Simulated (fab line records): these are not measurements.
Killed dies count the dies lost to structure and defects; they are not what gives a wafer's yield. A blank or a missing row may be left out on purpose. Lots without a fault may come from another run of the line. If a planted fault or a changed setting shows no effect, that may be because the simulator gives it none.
fab line records | flow nand_harc
record: lots: 6 | wafers: 18 | last_day: 31
route steps=1302 shown A_ONON_D2@554
lots with no fault: from the same line, run without faults
start_h: hours from the record's opening day to when the first of the lot's shown wafers began | wait_h: hours elapsed since this lot's preceding step | " unchanged from the row above | L1.1+2: a row that stands for several wafers | - no value, or no start was given | * or withheld: withheld | < > ~ a bound
route shown NAME@n: names a module that has steps shown in the file, with the first one's number in the route | usual: average and standard deviation across the fault-free wafers | same: alike in all rows | chamber/n: place in a boat | sites: readings site by site | _std_site: the standard deviation of these | _edge_site: outer sites' mean less inner sites' | radius_mm: how far each site lies from the wafer's centre | mask NAME#n: copy n | behind: the last tool/chamber to shape the wafer | hold: the reason the lot was held/the length of the hold in hours/how it ended | device: the n, p or np transistor that did not switch | end of line: the tests these same wafers got at the end of their route | for a step that has no rows: nothing shown but its recipe | killed: count of dies lost to structure and defects at first sort (not the wafer's yield) | map: a wafer's dies, marking killed ones x, the rest . and places with no die _
set.NAME: setting as actually run; set.NAME@STEP: the setting as run at that earlier step | model.NAME: the simulator's own value behind a step, which no gauge read
lots at selected steps of the route; one table per step, one row per wafer
services: from which hour (start_h, from the record's first day; less than 0 if before it) a tool's chamber was out of use, for how many hours, and why
== steps ==
step: NHARC_A_ONON_D2_THK_MEAS_14
recipe: thk_meas_gauge: ellipsometry
usual: thk_nm: 1000/11
lot.wafer | tool          | chamber | start_h | wait_h | thk_nm
L822.1    | film_metro-02 | -       | 280.93  | -      | 1007
L822.2    | "             | -       | "       | "      | 1006
L822.4    | "             | -       | "       | "      | 1005
L826.1    | film_metro-02 | -       | 317.16  | -      | 983
L826.2    | "             | -       | "       | "      | 984
L826.6    | "             | -       | "       | "      | 982
L834.1    | film_metro-01 | -       | 398.38  | -      | 1015
L834.4    | "             | -       | "       | "      | 1014
L834.6    | "             | -       | "       | "      | 1015
L835.1    | film_metro-01 | -       | 399.99  | -      | 996
L835.3    | "             | -       | "       | "      | 997
L835.6    | "             | -       | "       | "      | 996
L838.1    | film_metro-02 | -       | 443.92  | -      | 992
L838.3    | "             | -       | "       | "      | 995
L838.4    | "             | -       | "       | "      | 993
L839.2    | film_metro-01 | -       | 444.13  | -      | 998
L839.3    | "             | -       | "       | "      | 997
L839.4    | "             | -       | "       | "      | 996
step: NHARC_A_ONON_D2_ANNEAL_15
recipe: temp_c: 750 | time_s: 3600
step: NHARC_A_ONON_D2_DEP_16
recipe: target_thk_a: 10000 | n2_flow_sccm: 2750 | n2o_flow_sccm: 2000 | nh3_flow_sccm: 500 | sih4_flow_sccm: 210 | temp_c: 400
step: NHARC_A_ONON_D2_THK_MEAS_18
recipe: thk_meas_gauge: ellipsometry
usual: thk_nm: 1002/8.7
lot.wafer | tool          | chamber | start_h | wait_h | thk_nm
L822.1    | film_metro-02 | -       | 289.00  | -      | 1007
L822.2    | "             | -       | "       | "      | 1006
L822.4    | "             | -       | "       | "      | 1005
L826.1    | film_metro-01 | -       | 324.90  | -      | 993
L826.2    | "             | -       | "       | "      | 993
L826.6    | "             | -       | "       | "      | 992
L835.1    | film_metro-02 | -       | 406.44  | -      | 992
L835.3    | "             | -       | "       | "      | 993
L835.6    | "             | -       | "       | "      | 992
L834.1    | film_metro-01 | -       | 406.44  | -      | 986
L834.4    | "             | -       | "       | "      | 986
L834.6    | "             | -       | "       | "      | 987
L838.1    | film_metro-02 | -       | 451.24  | -      | 1008
L838.3    | "             | -       | "       | "      | 1007
L838.4    | "             | -       | "       | "      | 1008
L839.2    | film_metro-01 | -       | 451.24  | -      | 1019
L839.3    | "             | -       | "       | "      | 1020
L839.4    | "             | -       | "       | "      | 1022
step: NHARC_A_ONON_D2_DEP_19
recipe: target_thk_a: 10000 | n2_flow_sccm: 2750 | n2o_flow_sccm: 2000 | nh3_flow_sccm: 500 | sih4_flow_sccm: 210 | temp_c: 400
step: NHARC_A_ONON_D2_THK_MEAS_21
recipe: thk_meas_gauge: ellipsometry
usual: thk_nm: 1002/10
lot.wafer | tool          | chamber | start_h | wait_h | thk_nm
L822.1    | film_metro-02 | -       | 289.57  | -      | 1005
L822.2    | "             | -       | "       | "      | 1001
L822.4    | "             | -       | "       | "      | 1004
L826.1    | film_metro-01 | -       | 325.47  | -      | 991
L826.2    | "             | -       | "       | "      | 992
L826.6    | "             | -       | "       | "      | 991
L834.1    | film_metro-02 | -       | 407.00  | -      | 1012
L834.4    | "             | -       | "       | "      | 1014
L834.6    | "             | -       | "       | "      | 1010
L835.1    | film_metro-01 | -       | 407.00  | -      | 996
L835.3    | "             | -       | "       | "      | 998
L835.6    | "             | -       | "       | "      | 997
L839.2    | film_metro-01 | -       | 451.80  | -      | 1016
L839.3    | "             | -       | "       | "      | 1017
L839.4    | "             | -       | "       | "      | 1017
L838.1    | film_metro-02 | -       | 451.81  | -      | 995
L838.3    | "             | -       | "       | "      | 994
L838.4    | "             | -       | "       | "      | 996
step: NHARC_A_ONON_D2_DEP_22
recipe: target_thk_a: 10000 | n2_flow_sccm: 2750 | n2o_flow_sccm: 2000 | nh3_flow_sccm: 500 | sih4_flow_sccm: 210 | temp_c: 400
step: NHARC_A_ONON_D2_THK_MEAS_24
recipe: thk_meas_gauge: ellipsometry
usual: thk_nm: 1002/8.4
lot.wafer | tool          | chamber | start_h | wait_h | thk_nm
L822.1    | film_metro-02 | -       | 290.14  | -      | 985
L822.2    | "             | -       | "       | "      | 987
L822.4    | "             | -       | "       | "      | 984
L826.1    | film_metro-01 | -       | 326.04  | -      | 1003
L826.2    | "             | -       | "       | "      | 1004
L826.6    | "             | -       | "       | "      | 1003
L834.1    | film_metro-02 | -       | 407.56  | -      | 1018
L834.4    | "             | -       | "       | "      | 1018
L834.6    | "             | -       | "       | "      | 1021
L835.1    | film_metro-01 | -       | 407.57  | -      | 1002
L835.3    | "             | -       | "       | "      | 1001
L835.6    | "             | -       | "       | "      | 1004
L839.2    | film_metro-01 | -       | 452.37  | -      | 995
L839.3    | "             | -       | "       | "      | 993
L839.4    | "             | -       | "       | "      | 996
L838.1    | film_metro-02 | -       | 452.38  | -      | 1009
L838.3    | "             | -       | "       | "      | 1006
L838.4    | "             | -       | "       | "      | 1007
step: NHARC_A_ONON_D2_DEP_25
recipe: target_thk_a: 10000 | n2_flow_sccm: 2750 | n2o_flow_sccm: 2000 | nh3_flow_sccm: 500 | sih4_flow_sccm: 210 | temp_c: 400
step: NHARC_A_ONON_D2_THK_MEAS_27
recipe: thk_meas_gauge: ellipsometry
usual: thk_nm: 1002/9.3
lot.wafer | tool          | chamber | start_h | wait_h | thk_nm
L822.1    | film_metro-02 | -       | 290.71  | -      | 1014
L822.2    | "             | -       | "       | "      | 1013
L822.4    | "             | -       | "       | "      | 1012
L826.1    | film_metro-01 | -       | 326.59  | -      | 1001
L826.2    | "             | -       | "       | "      | 1001
L826.6    | "             | -       | "       | "      | 999
L834.1    | film_metro-02 | -       | 408.13  | -      | 1005
L834.4    | "             | -       | "       | "      | 1002
L834.6    | "             | -       | "       | "      | 1004
L835.1    | film_metro-01 | -       | 408.14  | -      | 1001
L835.3    | "             | -       | "       | "      | 1000
L835.6    | "             | -       | "       | "      | 1001
L839.2    | film_metro-02 | -       | 452.93  | -      | 985
L839.3    | "             | -       | "       | "      | 983
L839.4    | "             | -       | "       | "      | 986
L838.1    | film_metro-01 | -       | 452.95  | -      | 993
L838.3    | "             | -       | "       | "      | 994
L838.4    | "             | -       | "       | "      | 992
step: NHARC_A_ONON_D2_DEP_28
recipe: target_thk_a: 10000 | n2_flow_sccm: 2750 | n2o_flow_sccm: 2000 | nh3_flow_sccm: 500 | sih4_flow_sccm: 210 | temp_c: 400
step: NHARC_A_ONON_D2_THK_MEAS_30
recipe: thk_meas_gauge: ellipsometry
usual: thk_nm: 1000/10
lot.wafer | tool          | chamber | start_h | wait_h | thk_nm
L822.1    | film_metro-02 | -       | 291.27  | -      | 991
L822.2    | "             | -       | "       | "      | 993
L822.4    | "             | -       | "       | "      | 990
L826.1    | film_metro-01 | -       | 327.16  | -      | 1010
L826.2    | "             | -       | "       | "      | 1010
L826.6    | "             | -       | "       | "      | 1009
L834.1    | film_metro-02 | -       | 408.71  | -      | 1006
L834.4    | "             | -       | "       | "      | 1006
L834.6    | "             | -       | "       | "      | 1006
L835.1    | film_metro-01 | -       | 408.73  | -      | 982
L835.3    | "             | -       | "       | "      | 981
L835.6    | "             | -       | "       | "      | 984
L839.2    | film_metro-02 | -       | 453.50  | -      | 1002
L839.3    | "             | -       | "       | "      | 1002
L839.4    | "             | -       | "       | "      | 1000
L838.1    | film_metro-01 | -       | 453.51  | -      | 991
L838.3    | "             | -       | "       | "      | 992
L838.4    | "             | -       | "       | "      | 990
step: NHARC_A_ONON_D2_DEP_33
recipe: target_thk_a: 2000 | temp_c: 400 | pressure_torr: 6.5 | rf_w: 900 | teos_flow_sccm: 161.4 | flow_sccm: 2650 | target_thk_nm: 200 | gas: O2 | material: SiO2
usual: heater_power_w: 551/110 | mfc_precursor_sccm: 161.4/0.46 | throttle_valve_pct: 15.9/0.54
lot.wafer | tool     | chamber | start_h | wait_h | heater_power_w | mfc_precursor_sccm | throttle_valve_pct
L822.1    | pecvd-04 | 0       | 291.33  | 0.1    | 524            | 161.3              | 15.6
L822.2    | "        | 2       | "       | "      | 604            | 161.8              | 16.3
L822.4    | "        | 0       | "       | "      | 530            | 161.5              | 15.3
L826.1    | pecvd-02 | 2       | 327.22  | 0.1    | 694            | 161.6              | 15.5
L826.2    | "        | 1       | "       | "      | 580            | 161.1              | 16.6
L826.6    | "        | 2       | "       | "      | 703            | 161.7              | 15.6
L834.1    | pecvd-04 | 2       | 408.81  | 0.1    | 477            | 132.0              | 16.0
L834.6    | "        | 1       | "       | "      | 447            | 131.4              | 15.6
L834.4    | "        | 0       | "       | "      | 546            | 131.5              | 15.3
L835.3    | pecvd-04 | 2       | 409.08  | 0.4    | 581            | 132.1              | 15.7
L835.1    | "        | 0       | "       | "      | 554            | 131.7              | 15.3
L835.6    | "        | 1       | "       | "      | 502            | 132.5              | 15.6
L839.3    | pecvd-01 | 2       | 453.60  | 0.1    | 602            | 161.3              | 14.9
L839.2    | "        | 0       | "       | "      | 584            | 161.5              | 16.5
L839.4    | "        | 0       | "       | "      | 590            | 161.5              | 16.5
L838.1    | pecvd-02 | 0       | 453.76  | 0.2    | 388            | 161.2              | 16.5
L838.3    | "        | 1       | "       | "      | 604            | 162.2              | 16.2
L838.4    | "        | 0       | "       | "      | 412            | 161.7              | 16.2
step: NHARC_A_ONON_D2_THK_MEAS_34
recipe: thk_meas_gauge: ellipsometry
usual: thk_nm: 199.5/2.6
lot.wafer | tool          | chamber | start_h | wait_h | thk_nm
L822.1    | film_metro-02 | -       | 291.74  | -      | 196.0
L822.2    | "             | -       | "       | "      | 197.0
L822.4    | "             | -       | "       | "      | 203.4
L826.1    | film_metro-02 | -       | 327.64  | -      | 200.2
L826.2    | "             | -       | "       | "      | 201.1
L826.6    | "             | -       | "       | "      | 204.7
L834.1    | film_metro-01 | -       | 409.18  | -      | 162.0
L834.4    | "             | -       | "       | "      | 164.7
L834.6    | "             | -       | "       | "      | 166.2
L835.1    | film_metro-02 | -       | 409.45  | -      | 161.3
L835.3    | "             | -       | "       | "      | 163.2
L835.6    | "             | -       | "       | "      | 162.7
L839.2    | film_metro-02 | -       | 453.97  | -      | 196.9
L839.3    | "             | -       | "       | "      | 198.6
L839.4    | "             | -       | "       | "      | 200.5
L838.1    | film_metro-02 | -       | 454.12  | -      | 196.4
L838.3    | "             | -       | "       | "      | 199.2
L838.4    | "             | -       | "       | "      | 198.0
== services ==
tool     | chamber | start_h | hours | kind
pecvd-04 | -       | 269.03  | 13.0  | pm
pecvd-04 | 0       | 269.03  | 13.0  | vent_cycle
pecvd-04 | 1       | 269.03  | 13.0  | vent_cycle
pecvd-04 | 2       | 269.03  | 13.0  | vent_cycle
pecvd-01 | -       | 271.90  | 1.0   | repair
pecvd-01 | -       | 276.31  | 2.0   | repair
pecvd-04 | 0       | 282.03  | -     | clean
pecvd-04 | 1       | 282.03  | -     | clean
pecvd-04 | 2       | 282.03  | -     | clean
pecvd-01 | -       | 311.18  | 13.0  | pm
pecvd-02 | -       | 316.58  | 1.1   | repair
pecvd-01 | -       | 344.86  | 1.8   | repair
pecvd-04 | 1       | 386.52  | 5.9   | repair
pecvd-02 | -       | 408.14  | 13.0  | pm
pecvd-02 | 0       | 408.14  | 13.0  | vent_cycle
pecvd-02 | 1       | 408.14  | 13.0  | vent_cycle
pecvd-02 | 2       | 408.14  | 13.0  | vent_cycle
pecvd-02 | 0       | 421.14  | -     | clean
pecvd-02 | 1       | 421.14  | -     | clean
pecvd-02 | 2       | 421.14  | -     | clean
pecvd-04 | -       | 450.03  | 13.0  | pm
pecvd-04 | 0       | 450.03  | 13.0  | vent_cycle
pecvd-04 | 1       | 450.03  | 13.0  | vent_cycle
pecvd-04 | 2       | 450.03  | 13.0  | vent_cycle
== key ==
first_sign: step: NHARC_A_ONON_D2_DEP_33 | reading: mfc_precursor_sccm | direction: down | sigmas: 64 | usual: 161.4 | struck: 131.9
effect: step: NHARC_A_ONON_D2_THK_MEAS_34 | reading: thk_nm | direction: down | sigmas: 14 | usual: 199.5 | struck: 163.3
met_at NHARC_A_ONON_D2_DEP_33
struck_wafers L834.1,L834.4,L834.6,L835.1,L835.3,L835.6
tester_left_out L834,L835
onset_between 291.33 408.81
fault: kind: process_parameter_drift | tool: pecvd-04 | chamber: - | onset_h: 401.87 | steps: NHARC_A_ONON_D2_DEP_33 | channel: teos_flow_sccm | offset: * | shape: step | end_h: 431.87 | acts_in: * | stated: *
tester_left_out: of these lots the tester's yield and bins aren't shown, on N5 and GAA mostly nor the transistor test; their killed dies are dies lost to structure and defects alone, not to doping, threshold or leakage, so they don't give the yield
